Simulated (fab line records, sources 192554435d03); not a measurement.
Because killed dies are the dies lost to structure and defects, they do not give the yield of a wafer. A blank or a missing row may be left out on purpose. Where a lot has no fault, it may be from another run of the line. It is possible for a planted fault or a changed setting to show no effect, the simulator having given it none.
Comparing a struck lot with a sound one || flow n5-finfet || 16 steps out of a route of 1938
Sound: these wafers, L908.3, L908.4, L908.5. Wafers struck: L913.1, L913.3, L913.6. The cause is given at the end.
At each step with rows: each side's tool, then ch and its chambers, then its first start. Under that, the readings that differ: sound wafers || struck wafers || difference of the means || sigmas: that difference in standard deviations of wafers without a fault.
alike: a reading whose means differ by less than 2 such deviations, as well as words and numbers matching on both sides. not compared: withheld readings; readings where some wafer has no value; bounds like >300 that might hide an equal value; numbers whose values overlap and for which the record gives no deviation.
The two part at a step that has a row with sigmas, a row that says differs or no value, or rows on one side only. Non-overlapping numbers with no deviation appear without sigmas and do not part them. A reading missing from all wafers of one side parts the sides only when that side holds two or more wafers.

N5_BEOL_M0_PRE_CLEAN_131: time 15 s.
  sound on cvd-co-02 ch 0,1,2, day 7 04:34; struck on cvd-co-02 ch 1,2, day 8 12:02
  alike: heater-power-w
  not compared: since-wet-clean-h
then, 2 steps without rows for these wafers: N5_BEOL_M0_CO_CAP_123 (material Co, precursor CCTBA/H2, target thk 2 nm, time 102.1 s); N5_BEOL_M0_PRE_CLEAN_124 (time 15 s).
N5_BEOL_M0_DEP_125: deposits SiCN from 3MS/NH3, target thk 8 nm, time 14 s.
  sound on pecvd-04 ch 0,1,2, day 7 04:43; struck on pecvd-02 ch 0,1, day 8 12:15
  alike: showerhead-plenum-p-Torr, throttle-valve-pct
  not compared: since-wet-clean-h
N5_BEOL_M0_RS_MEAS_126: measures by four-point-probe.
  struck on film-metro-01, day 8 12:19; sound on film-metro-01, day 7 04:47
  alike: M0_RS
N5_BEOL_M0_INSPECT_127: inspects for defects (darkfield).
  struck on defect-inspect-01, day 8 12:20; sound on defect-inspect-01, day 7 04:49
  alike: raw-defect-count
N5_BEOL_M1_ILD_DEP_00: deposits SiOC from DEMS/O2, target thk 79 nm, time 15.3 s.
  sound on pecvd-01 ch 1,2, day 7 04:52; struck on pecvd-02 ch 1,2, day 8 12:22
  alike: heater-power-w, showerhead-plenum-p-Torr, throttle-valve-pct
  not compared: since-wet-clean-h
N5_BEOL_M1_THK_MEAS_01:
  struck on film-metro-02, day 8 12:26; sound on film-metro-01, day 7 04:56
  alike: M1_ILD_THK
N5_BEOL_M1_PECVD_72: deposits SiO2 from TEOS/O2, target thk 16 nm, time 18 s.
  sound on pecvd-02 ch 0,2, day 7 04:59; struck on pecvd-02 ch 0,1, day 8 12:29
  alike: heater-power-w, showerhead-plenum-p-Torr, throttle-valve-pct
  not compared: since-wet-clean-h
N5_BEOL_M1_HM_DEP_02: deposits TiN, target thk 20 nm.
  struck on pvd-sputter-02, day 8 14:37; sound on pvd-sputter-03, day 7 06:28
  alike: throttle-valve-pct
then, 2 steps without rows for these wafers: N5_BEOL_M1_COAT_61 (time 60 s, resist thk 60 nm); N5_BEOL_M1_COAT_62 (time 60 s, resist thk 12 nm).
N5_BEOL_M1_COAT_73: time 60 s, resist thk 5 nm.
  sound on litho-track-05 ch 0, day 7 06:35; struck on litho-track-02 ch 0, day 8 14:44
{"reading": "heater-power-total-W (W)", "sound": "389.7 392.6 391.3", "struck": "400.0 401.5 404.3", "difference": "+10.7", "sigmas": "+8"}
{"reading": "plate-temp-C (C)", "sound": "204.93 204.72 204.94", "struck": "209.15 209.06 209.45", "difference": "+4.36", "sigmas": "+29"}
then, 1 step without rows for these wafers: N5_BEOL_M1_COAT_05 (resist thk 30 nm).
N5_BEOL_M4_RC_MEAS_101:
  sound on prober-01 ch 0, day 9 04:16; struck on prober-01 ch 0, day 10 08:13
{"reading": "IOFF_P (nA/um)", "sound": "0.23 0.34 0.32", "struck": "0.15 0.18 0.21", "difference": -0.12, "sigmas": -2}
{"reading": "VT_P (mV)", "sound": "-250 -245 -246", "struck": "-260 -256 -253", "difference": -9, "sigmas": -2}
  alike: DIBL_N, DIBL_P, IOFF_N, ION_N, ION_P, SS_N, SS_P, VT_N
N5_PASSIVATION_PROBE_49:
  rows exist in the record for the sound wafers here (prober-01, day 13 10:57), none for the struck ones

WHERE THEY PART
First at N5_BEOL_M1_COAT_73; last, within this record, at N5_PASSIVATION_PROBE_49.

WHY: whatever the simulator had introduced
Process parameter drift: litho-track-02, from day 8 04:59 on, at N5_BEOL_M1_COAT_73. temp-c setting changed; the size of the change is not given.
